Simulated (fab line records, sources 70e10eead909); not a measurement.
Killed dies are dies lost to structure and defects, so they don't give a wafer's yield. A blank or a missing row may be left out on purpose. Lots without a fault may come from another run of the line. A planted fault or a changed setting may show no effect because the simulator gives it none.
Chamber matching | flow nand_harc | NHARC_A_CONTACT_CMP_20 on cmp-02: 4 sister chambers
The step polishes, t overpolish 30 s, target thk 300 nm. 16 wafers are shown with their chamber, then 8 later ones without.

WAFERS WITH THEIR CHAMBER
wafer  | chamber | motor_current_A (A) | time_to_endpoint_s (s) | overpolish_run_s (s)
L075.1 | 1       | 11.0                | 56.8                   | 29.990
L075.2 | 3       | 11.1                | 55.0                   | 30.012
L075.4 | 0       | 13.3                | 59.9                   | 30.012
L074.1 | 1       | 11.0                | 55.1                   | 30.002
L074.3 | 0       | 14.1                | 59.0                   | 29.989
L074.4 | 3       | 11.6                | 54.4                   | 29.996
L076.1 | 2       | 10.5                | 62.0                   | 30.005
L076.2 | 0       | 12.7                | 62.7                   | 29.997
L076.6 | 3       | 11.1                | 60.8                   | 29.984
L082.2 | 0       | 13.5                | 65.7                   | 30.002
L082.3 | 1       | 10.2                | 62.2                   | 30.020
L082.5 | 3       | 11.3                | 62.8                   | 29.987
L087.1 | 3       | 11.4                | 63.9                   | 29.989
L087.2 | 0       | 13.1                | 63.9                   | 29.993
L087.5 | 3       | 11.2                | 65.2                   | 30.008
L095.3 | 3       | 11.7                | 57.0                   | 30.009

SIGNATURES (means of the wafers above)
reading            | chamber 0 | chamber 1 | chamber 2 | chamber 3 | scatter within a chamber
motor_current_A    | 13.340    | 10.733    | 10.500    | 11.343    | 0.391
time_to_endpoint_s | 62.240    | 58.033    | 62.000    | 59.871    | 3.81
overpolish_run_s   | 29.99860  | 30.00400  | 30.00500  | 29.99786  | 0.0115
Rule: a wafer's distance from a chamber is the root of the sum, over the readings, of the square of ((its reading less the chamber's mean) divided by the reading's scatter). The wafer belongs to the nearest chamber; if the next one is less than 2 further off, it can't be placed. The scatter: the root of (the sum of the squares of (reading less its chamber's mean) over the shown wafers, divided by (wafers less chambers)).

WAFERS WITHOUT THEIR CHAMBER
wafer  | motor_current_A (A) | time_to_endpoint_s (s) | overpolish_run_s (s)
L095.4 | 10.0                | 58.4                   | 30.009
L095.6 | 11.0                | 55.6                   | 29.997
L095.1 | 13.1                | 61.2                   | 30.000
L095.2 | 11.2                | 56.4                   | 29.975
L095.5 | 13.3                | 60.4                   | 30.000
L097.2 | 13.2                | 63.1                   | 30.012
L097.3 | 9.9                 | 57.6                   | 30.001
L097.6 | 10.0                | 60.3                   | 30.002

WHICH CHAMBER EACH WENT THROUGH
wafer  | from the rows above          | in truth
L095.4 | can't be placed: 2 or 1 or 3 | 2
L095.6 | can't be placed: 1 or 3 or 2 | 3
L095.1 | 0                            | 0
L095.2 | can't be placed: 3 or 1 or 2 | 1
L095.5 | 0                            | 0
L097.2 | 0                            | 0
L097.3 | can't be placed: 2 or 1 or 3 | 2
L097.6 | can't be placed: 2 or 1      | 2
Placed correctly: 3 of 8. Can't be placed from these rows: 5 (the true chamber is among the candidates in 5). Placed wrongly: 0.
